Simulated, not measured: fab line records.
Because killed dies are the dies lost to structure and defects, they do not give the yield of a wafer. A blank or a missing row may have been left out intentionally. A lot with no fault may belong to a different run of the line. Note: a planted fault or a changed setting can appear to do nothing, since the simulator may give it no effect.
Which tool is to blame? ; flow nand harc ; 13 lots with 39 wafers sampled at 5 steps, on a route of 1302 steps

WHAT THE GAUGES SHOWED, per wafer
NHARC_END_SORT_01. Usual: defect limited yield 91 % (standard deviation 3.2); killed at array 55 (standard deviation 22); killed at other 1.1 (standard deviation 1.4); killed at periphery 4 (standard deviation 3.2); killed dies 59 (standard deviation 22); killed open 3.3 (standard deviation 1.8); killed short 2.5 (standard deviation 1.5).
lot;measured;on;defect limited yield (%);killed at array;killed at other;killed at periphery;killed dies;killed open;killed short;flag
L652;day 25 03:56;prober-02;96 92 95;26 48 28;1 4 3;2 3 2;29 55 33;5 2 2;2 2 2;
L653;day 25 03:58;prober-01;91 90 90;54 62 63;4 2 0;1 1 2;59 65 65;4 4 2;4 5 2;
L654;day 26 00:52;prober-02;96 96 96;22 20 22;1 1 2;2 3 1;25 24 25;2 5 4;1 3 2;
L659;day 28 12:52;prober-02;88 91 89;81 54 67;0 0 1;0 5 5;81 59 73;2 1 1;3 0 4;
L661;day 29 07:24;prober-01;95 97 94;19 14 28;2 0 3;11 6 7;32 20 38;3 1 4;6 0 3;
L666;day 30 09:01;prober-02;96 95 95;24 27 22;0 1 0;6 7 11;30 35 33;4 2 3;3 5 0;
L664;day 30 20:51;prober-01;90 91 89;63 56 68;1 1 1;2 1 3;66 58 72;4 5 4;3 1 2;
L667;day 31 05:25;prober-01;90 87 88;66 85 71;2 0 5;3 2 2;71 87 78;3 1 3;2 2 3;
L669;day 32 00:50;prober-02;88 90 91;81 66 57;0 0 1;2 3 2;83 69 60;4 3 3;0 1 5;
L671;day 33 08:35;prober-01;90 89 90;61 74 70;2 2 1;3 1 0;66 77 71;5 7 3;3 2 1;
L672;day 33 08:35;prober-02;97 96 97;18 23 22;1 3 0;1 3 0;20 29 22;3 3 0;1 2 3;
L670;day 33 22:14;prober-02;91 90 90;59 66 62;1 0 2;2 3 2;62 69 66;3 8 4;3 2 3;
L673;day 33 18:37;prober-01;90 91 90;66 61 64;0 0 0;2 3 1;68 64 65;3 1 3;3 1 4;

WHAT TOOL EACH LOT RAN ON (gives the tool, then ch and the chambers of the sampled wafers, and finally the start)
lot;NHARC_THIN_TSV_ETCH_15;NHARC_THIN_TSV_PVD_51;NHARC_THIN_TSV_PRE_CLEAN_54;NHARC_THIN_TSV_ETCH_36
L652;rie si-01 ch 1,3, day 24 11:14;pvd sputter-03, day 24 15:47 or earlier;pvd sputter-03, day 24 15:47;rie metal-02 ch 0,1, day 24 17:20
L653;rie si-04 ch 2,3, day 24 11:22;pvd sputter-02, day 24 15:28 or earlier;pvd sputter-02, day 24 15:28;rie metal-03 ch 0,1, day 24 16:57
L654;rie si-01 ch 0,1,3, day 25 06:23;pvd sputter-02, day 25 12:32 or earlier;pvd sputter-02, day 25 12:32;rie metal-03 ch 0,1, day 25 14:20
L659;rie si-01 ch 0,2, day 27 17:07;pvd sputter-01, day 27 21:44 or earlier;pvd sputter-01, day 27 21:44;rie metal-01 ch 0,1, day 27 23:21
L661;rie si-03 ch 0,1,3, day 28 14:37;pvd sputter-02, day 28 18:36 or earlier;pvd sputter-02, day 28 18:36;rie metal-01 ch 0,1, day 28 20:07
L666;rie si-03 ch 2,3, day 29 19:54;pvd sputter-01, day 30 00:02 or earlier;pvd sputter-03, day 30 00:02;rie metal-02 ch 0,1, day 30 01:33
L664;rie si-03 ch 0,1,2, day 30 06:08;pvd sputter-01, day 30 10:07 or earlier;pvd sputter-01, day 30 10:07;rie metal-03 ch 0,1, day 30 11:43
L667;rie si-04 ch 0,1, day 30 11:58;pvd sputter-02, day 30 16:11 or earlier;pvd sputter-03, day 30 16:11;rie metal-03 ch 0,1, day 30 17:49
L669;rie si-04 ch 0,1, day 31 09:14;pvd sputter-03, day 31 13:14 or earlier;pvd sputter-01, day 31 13:14;rie metal-03 ch 0,1, day 31 14:50
L671;rie si-03 ch 2,3, day 32 17:29;pvd sputter-02, day 32 21:37 or earlier;pvd sputter-02, day 32 21:37;rie metal-01 ch 0,1, day 32 23:11
L672;rie si-01 ch 1,3, day 32 18:43;pvd sputter-02, day 32 22:49 or earlier;pvd sputter-02, day 32 22:49;rie metal-02 ch 0,1, day 33 00:19
L670;rie si-03 ch 1,2,3, day 32 23:55;pvd sputter-02, day 33 03:56 or earlier;pvd sputter-03, day 33 03:56;rie metal-01 ch 0,1, day 33 05:26
L673;rie si-04 ch 0,3, day 33 04:24;pvd sputter-03, day 33 08:25 or earlier;pvd sputter-02, day 33 08:25;rie metal-03 ch 1, day 33 10:02
- NHARC_THIN_TSV_ETCH_15: target depth 3000 nm, bosch target overetch cycles 2, bosch etch step 2.8 s.
- NHARC_THIN_TSV_PVD_51: deposits Cu, target thk 100 nm.
- NHARC_THIN_TSV_PRE_CLEAN_54: time 30 s.
- NHARC_THIN_TSV_ETCH_36: etches the open film in Cl2/BCl3, target depth 65 nm, time 18.571 s.

WHAT THE TOOLS THEMSELVES READ (means of the sampled wafers that have a number; where no wafer has one, the mark that the record gives instead)
NHARC_THIN_TSV_ETCH_15. Usual: drypump motor current A reads 6.0 A (standard deviation 0.36).
lot;tool;drypump motor current A (A);flag
L652;rie si-01;6.0;
L653;rie si-04;5.6;
L654;rie si-01;6.1;
L659;rie si-01;6.6;
L661;rie si-03;6.0;
L666;rie si-03;6.0;
L664;rie si-03;5.9;
L667;rie si-04;6.0;
L669;rie si-04;6.3;
L671;rie si-03;6.0;
L672;rie si-01;6.0;
L670;rie si-03;6.1;
L673;rie si-04;5.9;

NHARC_THIN_TSV_PVD_51. Usual: throttle valve pct reads 30.1 % (standard deviation 0.94).
lot;tool;throttle valve pct (%);flag
L652;pvd sputter-03;30.7;
L653;pvd sputter-02;29.0;
L654;pvd sputter-02;30.1;
L659;pvd sputter-01;30.4;
L661;pvd sputter-02;30.0;
L666;pvd sputter-01;30.4;
L664;pvd sputter-01;30.5;
L667;pvd sputter-02;29.6;
L669;pvd sputter-03;29.8;
L671;pvd sputter-02;30.1;
L672;pvd sputter-02;30.2;
L670;pvd sputter-02;29.8;
L673;pvd sputter-03;30.7;

NHARC_THIN_TSV_PRE_CLEAN_54. Usual: heater power w reads 402 W (standard deviation 52).
lot;tool;heater power w (W);flag
L652;pvd sputter-03;438;
L653;pvd sputter-02;372;
L654;pvd sputter-02;372;
L659;pvd sputter-01;448;
L661;pvd sputter-02;357;
L666;pvd sputter-03;381;
L664;pvd sputter-01;504;
L667;pvd sputter-03;412;
L669;pvd sputter-01;460;
L671;pvd sputter-02;373;
L672;pvd sputter-02;384;
L670;pvd sputter-03;410;
L673;pvd sputter-02;376;

NHARC_THIN_TSV_ETCH_36. Usual: drypump motor current A 5.6 A, standard deviation 0.43; oes product au 0.999 a.u., standard deviation 0.011.
lot;tool;drypump motor current A (A);oes product au (a.u.);flag
L652;rie metal-02;6.0;1.004;
L653;rie metal-03;5.8;0.991;
L654;rie metal-03;6.0;1.000;
L659;rie metal-01;5.1;0.946;OFF
L661;rie metal-01;5.2;0.897;OFF
L666;rie metal-02;5.9;1.009;
L664;rie metal-03;5.8;0.988;
L667;rie metal-03;5.8;0.988;
L669;rie metal-03;6.0;0.999;
L671;rie metal-01;5.1;1.007;
L672;rie metal-02;6.0;1.015;
L670;rie metal-01;5.2;1.000;
L673;rie metal-03;5.7;0.993;

THE ANSWER, worked out from the rows above alone
Rule: lot off if the mean of its wafers having a number is beyond 3 standard deviations from the usual mean. Also off: a lot with no number at a reading for which 4 or more lots have one. Where the step has rows for the other lots, those lots are counted as sound. After the gauges, taken in route order, come the tools' own readings; for these a lot's mean is taken, as printed above. At the first step where some lot is off, the reading lying furthest off is the one used; lots without a number count as furthest.
Off: L659, L661 (NHARC_THIN_TSV_ETCH_36, oes product au).
If a tool, at that step or one of the process steps before it, ran each lot that is off and ran no sound lot following the first of them, it fits. NHARC_THIN_TSV_PVD_51 gives no start for some lots, so the hours and the order of its lots are those of NHARC_THIN_TSV_PRE_CLEAN_54. Not one of the candidates tried fits.

WHAT WAS PUT IN BY THE SIMULATOR
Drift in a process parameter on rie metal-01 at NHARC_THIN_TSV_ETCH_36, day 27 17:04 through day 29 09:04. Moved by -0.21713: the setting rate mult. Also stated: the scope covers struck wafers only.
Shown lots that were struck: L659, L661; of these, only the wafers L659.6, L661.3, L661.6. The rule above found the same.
